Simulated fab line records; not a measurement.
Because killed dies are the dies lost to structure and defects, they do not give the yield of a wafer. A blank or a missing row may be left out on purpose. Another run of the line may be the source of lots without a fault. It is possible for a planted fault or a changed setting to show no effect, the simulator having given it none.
Matching of chambers / flow nand_harc / NHARC_A_CHANNEL_FILL_D2_ETCHBACK_20 on rie_diel-11: 4 sister chambers
The step etches the open film in C4F8/O2/Ar, target depth 27 nm, time 13.5 s. 36 wafers are shown with their chamber, then 12 later ones without.

## WAFERS, EACH WITH ITS CHAMBER
wafer=L075.2; chamber=3; rf_vpp_V (V)=973; oes_product_au (a.u.)=0.990
wafer=L075.4; chamber=2; rf_vpp_V (V)=978; oes_product_au (a.u.)=1.007
wafer=L075.5; chamber=3; rf_vpp_V (V)=975; oes_product_au (a.u.)=0.991
wafer=L078.1; chamber=1; rf_vpp_V (V)=985; oes_product_au (a.u.)=0.990
wafer=L078.3; chamber=3; rf_vpp_V (V)=973; oes_product_au (a.u.)=0.996
wafer=L078.5; chamber=0; rf_vpp_V (V)=973; oes_product_au (a.u.)=1.017
wafer=L076.1; chamber=2; rf_vpp_V (V)=978; oes_product_au (a.u.)=1.005
wafer=L076.2; chamber=3; rf_vpp_V (V)=973; oes_product_au (a.u.)=0.993
wafer=L076.6; chamber=1; rf_vpp_V (V)=985; oes_product_au (a.u.)=0.985
wafer=L079.4; chamber=3; rf_vpp_V (V)=973; oes_product_au (a.u.)=0.914
wafer=L079.5; chamber=2; rf_vpp_V (V)=978; oes_product_au (a.u.)=0.936
wafer=L079.6; chamber=1; rf_vpp_V (V)=986; oes_product_au (a.u.)=0.916
wafer=L080.2; chamber=0; rf_vpp_V (V)=974; oes_product_au (a.u.)=1.010
wafer=L080.4; chamber=2; rf_vpp_V (V)=977; oes_product_au (a.u.)=1.010
wafer=L080.5; chamber=2; rf_vpp_V (V)=978; oes_product_au (a.u.)=1.020
wafer=L081.2; chamber=2; rf_vpp_V (V)=977; oes_product_au (a.u.)=0.997
wafer=L081.4; chamber=0; rf_vpp_V (V)=974; oes_product_au (a.u.)=0.991
wafer=L081.5; chamber=0; rf_vpp_V (V)=974; oes_product_au (a.u.)=1.004
wafer=L085.1; chamber=1; rf_vpp_V (V)=986; oes_product_au (a.u.)=1.003
wafer=L085.2; chamber=1; rf_vpp_V (V)=986; oes_product_au (a.u.)=1.005
wafer=L085.6; chamber=1; rf_vpp_V (V)=986; oes_product_au (a.u.)=1.001
wafer=L088.2; chamber=2; rf_vpp_V (V)=977; oes_product_au (a.u.)=0.988
wafer=L088.3; chamber=0; rf_vpp_V (V)=973; oes_product_au (a.u.)=1.000
wafer=L088.4; chamber=3; rf_vpp_V (V)=974; oes_product_au (a.u.)=0.998
wafer=L089.3; chamber=0; rf_vpp_V (V)=974; oes_product_au (a.u.)=0.957
wafer=L089.4; chamber=1; rf_vpp_V (V)=984; oes_product_au (a.u.)=0.948
wafer=L089.6; chamber=2; rf_vpp_V (V)=978; oes_product_au (a.u.)=0.939
wafer=L089.1; chamber=1; rf_vpp_V (V)=987; oes_product_au (a.u.)=0.957
wafer=L089.2; chamber=2; rf_vpp_V (V)=976; oes_product_au (a.u.)=0.935
wafer=L089.5; chamber=0; rf_vpp_V (V)=974; oes_product_au (a.u.)=0.971
wafer=L090.4; chamber=0; rf_vpp_V (V)=973; oes_product_au (a.u.)=1.000
wafer=L090.5; chamber=2; rf_vpp_V (V)=977; oes_product_au (a.u.)=0.992
wafer=L090.6; chamber=3; rf_vpp_V (V)=973; oes_product_au (a.u.)=1.015
wafer=L093.2; chamber=1; rf_vpp_V (V)=986; oes_product_au (a.u.)=0.970
wafer=L093.4; chamber=0; rf_vpp_V (V)=974; oes_product_au (a.u.)=0.976
wafer=L093.5; chamber=1; rf_vpp_V (V)=985; oes_product_au (a.u.)=0.967

SIGNATURES (means of the wafers above)
reading=rf_vpp_V; chamber 0=973.67; chamber 1=985.60; chamber 2=977.40; chamber 3=973.43; scatter within a chamber=0.718
reading=oes_product_au; chamber 0=0.99178; chamber 1=0.97420; chamber 2=0.98290; chamber 3=0.98529; scatter within a chamber=0.0289
Rule: a wafer's distance from a chamber is the root of the sum, over the readings, of the square of ((its reading less the chamber's mean) divided by the reading's scatter). The wafer belongs to the nearest chamber; if the next one is less than 2 further off, it can't be placed. How the scatter is found: for the shown wafers, subtract from each reading the mean of its chamber, square and add these, divide the total by (wafers less chambers), then take the root.

## WAFERS MISSING THEIR CHAMBER
wafer=L094.2; rf_vpp_V (V)=974; oes_product_au (a.u.)=0.984
wafer=L094.4; rf_vpp_V (V)=974; oes_product_au (a.u.)=0.994
wafer=L094.5; rf_vpp_V (V)=972; oes_product_au (a.u.)=0.995
wafer=L094.1; rf_vpp_V (V)=986; oes_product_au (a.u.)=0.995
wafer=L094.3; rf_vpp_V (V)=977; oes_product_au (a.u.)=1.001
wafer=L094.6; rf_vpp_V (V)=973; oes_product_au (a.u.)=0.993
wafer=L096.1; rf_vpp_V (V)=974; oes_product_au (a.u.)=0.989
wafer=L096.3; rf_vpp_V (V)=987; oes_product_au (a.u.)=0.971
wafer=L096.6; rf_vpp_V (V)=986; oes_product_au (a.u.)=0.972
wafer=L096.2; rf_vpp_V (V)=972; oes_product_au (a.u.)=0.975
wafer=L096.4; rf_vpp_V (V)=979; oes_product_au (a.u.)=0.972
wafer=L096.5; rf_vpp_V (V)=979; oes_product_au (a.u.)=0.975

## EACH ONE'S CHAMBER
wafer=L094.2; from the rows above=can't be placed: 0 or 3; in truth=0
wafer=L094.4; from the rows above=can't be placed: 0 or 3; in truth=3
wafer=L094.5; from the rows above=can't be placed: 3 or 0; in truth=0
wafer=L094.1; from the rows above=1; in truth=1
wafer=L094.3; from the rows above=2; in truth=2
wafer=L094.6; from the rows above=can't be placed: 3 or 0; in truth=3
wafer=L096.1; from the rows above=can't be placed: 0 or 3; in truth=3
wafer=L096.3; from the rows above=1; in truth=1
wafer=L096.6; from the rows above=1; in truth=1
wafer=L096.2; from the rows above=can't be placed: 3 or 0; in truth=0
wafer=L096.4; from the rows above=2; in truth=2
wafer=L096.5; from the rows above=2; in truth=2
6 of 12 placed correctly. Not placeable from these rows: 6 (in 6, the candidates include the true chamber). 0 placed wrongly.
